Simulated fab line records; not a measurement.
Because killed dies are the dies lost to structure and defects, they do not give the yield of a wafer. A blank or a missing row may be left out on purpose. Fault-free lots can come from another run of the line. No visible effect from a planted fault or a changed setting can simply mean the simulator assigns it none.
Which tool was responsible?    flow nand harc    6 lots, 18 wafers sampled, at 5 steps of a route of 1302

## WHAT THE GAUGES READ, wafer by wafer
NHARC_END_SORT_01.
lot   measured      on         killed at array
L306  day 27 18:48  prober-02  83 103 670

## WHICH TOOL RAN EACH LOT (tool, then ch and the chambers of the sampled wafers, then the start)
lot   NHARC_A_STAIRCASE_TRIM_14           NHARC_A_STAIRCASE_ETCH_15                    NHARC_A_STAIRCASE_ETCH_21                    NHARC_A_STAIRCASE_ETCH_23
L306  rie diel-02 ch 0,2,3, day 19 07:22  rie diel-02 ch 0,1, day 27 18:48 or earlier  rie diel-02 ch 1,2, day 27 18:48 or earlier  rie diel-02 ch 0,2,3, day 27 18:48 or earlier
L311  rie diel-09 ch 0,1,2, day 20 11:20  rie diel-09 ch 0,1,2, no start               rie diel-02 ch 0,3, no start                 rie diel-02 ch 2,3, no start
L313  rie diel-10 ch 2,3, day 21 18:42    rie diel-10 ch 0,3, no start                 rie diel-02 ch 2,3, no start                 rie diel-02 ch 0,1,3, no start
L317  rie diel-09 ch 0,1,2, day 23 03:43  rie diel-09 ch 0,2,3, no start               rie diel-09 ch 0,2,3, no start               rie diel-09 ch 0,1,3, no start
L318  rie diel-10 ch 0,2,3, day 24 04:43  rie diel-10 ch 1,2,3, no start               rie diel-09 ch 0,2,3, no start               rie diel-09 ch 2,3, no start
L320  rie diel-02 ch 0, day 24 19:31      rie diel-10 ch 1,3, day 24 19:55             rie diel-09 ch 0,1,3, no start               rie diel-09 ch 0,1,3, no start
- NHARC_A_STAIRCASE_TRIM_14: chemistry O2, time 211.2 s.
- NHARC_A_STAIRCASE_ETCH_15: etches the open film in C4F8/O2, target depth 100 nm, time 40.5 s.
- NHARC_A_STAIRCASE_ETCH_21: etches the open film in C4F8/O2, target depth 100 nm, time 40.5 s.
- NHARC_A_STAIRCASE_ETCH_23: etches the open film in C4F8/O2, target depth 100 nm, time 40.5 s.

## THE ANSWER, worked out from the rows above alone
Rule: what is usual is taken from the lots themselves. Put in order of their means at a reading, lots are off if they are a third of the lots or fewer, leave a main group of 4 or more, and stand apart from it by a gap of 3 or more times the standard deviation of the main group's means; of several such gaps the widest counts. A main group whose means are all the same, to the digits that the tables above print for the reading, isn't used. A lot without any number at a reading at which 4 lots or more have one is off too. All remaining lots with rows at the step are treated as sound.
None of the lots is off at any reading shown; this tells nothing.

## WHAT WAS PUT IN BY THE SIMULATOR
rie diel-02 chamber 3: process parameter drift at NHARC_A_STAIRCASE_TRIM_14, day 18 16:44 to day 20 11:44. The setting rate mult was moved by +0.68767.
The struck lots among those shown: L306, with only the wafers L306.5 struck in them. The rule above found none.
